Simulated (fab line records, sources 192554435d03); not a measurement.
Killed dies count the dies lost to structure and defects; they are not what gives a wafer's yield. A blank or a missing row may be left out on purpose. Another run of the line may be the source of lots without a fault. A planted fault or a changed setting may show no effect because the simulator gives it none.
Matching of chambers || flow n5Finfet || rieSi-04 running N5_BEOL_M0_SAQP_MANDREL_ETCH_103: 4 sister chambers
The step etches a-Si in HBr/Cl2, stops on SiCN, target depth 45 nm, bt time 10 s, time 27 s. 4 wafers are shown with their chamber, then 8 later ones without.

== EACH WAFER AND ITS CHAMBER ==
{"wafer": "L088.5", "chamber": 2, "drypumpMotorCurrentA (A)": 5.0}
{"wafer": "L091.2", "chamber": 0, "drypumpMotorCurrentA (A)": 5.7}
{"wafer": "L091.3", "chamber": 1, "drypumpMotorCurrentA (A)": 5.2}
{"wafer": "L092.2", "chamber": 3, "drypumpMotorCurrentA (A)": 5.7}

== WAFERS WITHOUT THEIR CHAMBER ==
{"wafer": "L092.4", "drypumpMotorCurrentA (A)": 5.0}
{"wafer": "L092.6", "drypumpMotorCurrentA (A)": 5.0}
{"wafer": "L095.1", "drypumpMotorCurrentA (A)": 5.7}
{"wafer": "L095.2", "drypumpMotorCurrentA (A)": 5.0}
{"wafer": "L095.4", "drypumpMotorCurrentA (A)": 5.2}
{"wafer": "L096.1", "drypumpMotorCurrentA (A)": 5.6}
{"wafer": "L096.3", "drypumpMotorCurrentA (A)": 5.2}
{"wafer": "L096.5", "drypumpMotorCurrentA (A)": 5.2}

== WHICH CHAMBER EACH WENT THROUGH ==
{"wafer": "L092.4", "from the rows above": 2, "in truth": 2}
{"wafer": "L092.6", "from the rows above": 2, "in truth": 2}
{"wafer": "L095.1", "from the rows above": "can't be placed: 0 or 3", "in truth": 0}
{"wafer": "L095.2", "from the rows above": 2, "in truth": 2}
{"wafer": "L095.4", "from the rows above": 1, "in truth": 1}
{"wafer": "L096.1", "from the rows above": "can't be placed: 0 or 3", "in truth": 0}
{"wafer": "L096.3", "from the rows above": 1, "in truth": 1}
{"wafer": "L096.5", "from the rows above": 1, "in truth": 1}
6 of 8 placed correctly. Can't be placed from these rows: 2 (the true chamber is among the candidates in 2). 0 placed wrongly.
How it was worked out, from the rows above alone: a wafer's distance from a chamber is the root of the sum, over the readings, of the square of ((its reading less the chamber's mean) divided by the reading's scatter). If the next closest chamber is less than 2 further off than the closest, the wafer can't be placed; otherwise it belongs to the closest. Each chamber's mean is taken over the wafers shown for it. The scatter: root of mean squared gap, hidden wafer to nearest shown wafer, with one shown wafer a chamber.
